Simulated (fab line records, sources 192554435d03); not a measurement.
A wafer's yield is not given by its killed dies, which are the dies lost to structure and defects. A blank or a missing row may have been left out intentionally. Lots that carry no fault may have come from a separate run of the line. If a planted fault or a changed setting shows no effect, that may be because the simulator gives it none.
A lot that was struck, set against a sound lot | flow n5Finfet | 19 steps out of a route of 1938
Sound: these wafers, L674.1, L674.4, L674.6. The struck wafers were L688.3, L688.4, L688.5. The cause comes at the end.
At each step with rows: each side's tool, then ch and its chambers, then its first start. Under that, the readings that differ: sound wafers | struck wafers | difference of the means | sigmas: that difference in standard deviations of wafers without a fault.
alike: a reading whose means differ by less than 2 such deviations, as well as words and numbers matching on both sides. not compared: withheld readings; readings where some wafer has no value; bounds like >300 that might hide an equal value; numbers whose values overlap and for which the record gives no deviation.
Wherever a step has rows on one side only, a row that says differs or no value, or a row with sigmas, the two part there. Numbers that have no deviation but don't overlap get no sigmas and don't part them. Lack of a reading on every wafer of one side parts them only where that side has two or more wafers.

N5_PASSIVATION_STRIP_14: strips in O2.
  sound on rieDiel-04 ch 2,3, day 12 17:31; struck on rieDiel-06 ch 1,2, day 16 15:20
  alike: drypumpMotorCurrentA, oesProductAu, rfVppV, showerheadPlenumPTorr, tempC, throttleValvePct
  not compared: rfHoursCounterH
N5_PASSIVATION_ETCH_15: etches SiCN in CF4/N2, target depth 75 nm, time 81.2 s.
  sound: rieDiel-04 ch 2,3; struck: rieDiel-06 ch 1,2
  alike: drypumpMotorCurrentA, oesProductAu, rfVppV, showerheadPlenumPTorr, throttleValvePct
  not compared: rfHoursCounterH
then, 2 steps without rows for these wafers: N5_PASSIVATION_STRIP_73 (strips in post etch residue remover, time 60 s); N5_PASSIVATION_SRD_17 (time 30 s, dry time 30 s).
N5_PASSIVATION_DEGAS_18: time 60 s.
  sound on pvdSputter-02, day 12 18:11; struck on pvdSputter-03, day 16 15:33
  alike: heaterPowerW, susceptorTempC
N5_PASSIVATION_PRE_CLEAN_19:
  sound on pvdSputter-02, day 12 18:14; struck on pvdSputter-03, day 16 15:35
  alike: heaterPowerW
  not compared: susceptorTempC
then, 1 step without rows for these wafers: N5_PASSIVATION_SPUTTER_20 (material TaN, target thk 50 nm).
N5_PASSIVATION_AL_DEP_21: deposits Al, target thk 2800 nm, time 170 s.
  sound on pvdSputter-02, day 12 18:22; struck on pvdSputter-03, day 16 15:44
  alike: susceptorTempC, throttleValvePct
then, 4 steps without rows for these wafers: N5_PASSIVATION_HMDS_23 (time 60 s); N5_PASSIVATION_COAT_24; N5_PASSIVATION_EBR_26; N5_PASSIVATION_SOFTBAKE_25 (time 90 s).
N5_PASSIVATION_EXPOSE_27: exposes mask PAD, defocus 0 nm.
  sound on krfScanner-02 ch 0, day 12 18:40; struck on krfScanner-02 ch 0, day 16 16:02
  alike: mask
then, 3 steps without rows for these wafers: N5_PASSIVATION_PEB_28; N5_PASSIVATION_DEVELOP_29 (develop time 60 s); N5_PASSIVATION_HARDBAKE_31 (time 120 s).
N5_PASSIVATION_CD_MEAS_30 targets a cd of 4000 nm.
  sound on cdSem-03 ch 0, day 12 18:50; struck on cdSem-01 ch 0, day 16 16:12
reading   | sound                | struck               | difference | sigmas
cdNm (nm) | 3998.8 3996.6 3995.0 | 4017.8 4011.7 4025.1 | +21.4      | +9
N5_PASSIVATION_OVL_MEAS_63:
  sound on overlay-01 ch 0, day 12 18:52; struck on overlay-02 ch 0, day 16 16:14
  alike: PAD_OVL
N5_PASSIVATION_PROBE_49:
  only the struck wafers here have rows in the record (prober-01, day 16 22:29); the sound ones have none

== WHERE THEY PART ==
At N5_PASSIVATION_CD_MEAS_30 first; at N5_PASSIVATION_PROBE_49 last (within this record only).

WHY: what had been put in by the simulator
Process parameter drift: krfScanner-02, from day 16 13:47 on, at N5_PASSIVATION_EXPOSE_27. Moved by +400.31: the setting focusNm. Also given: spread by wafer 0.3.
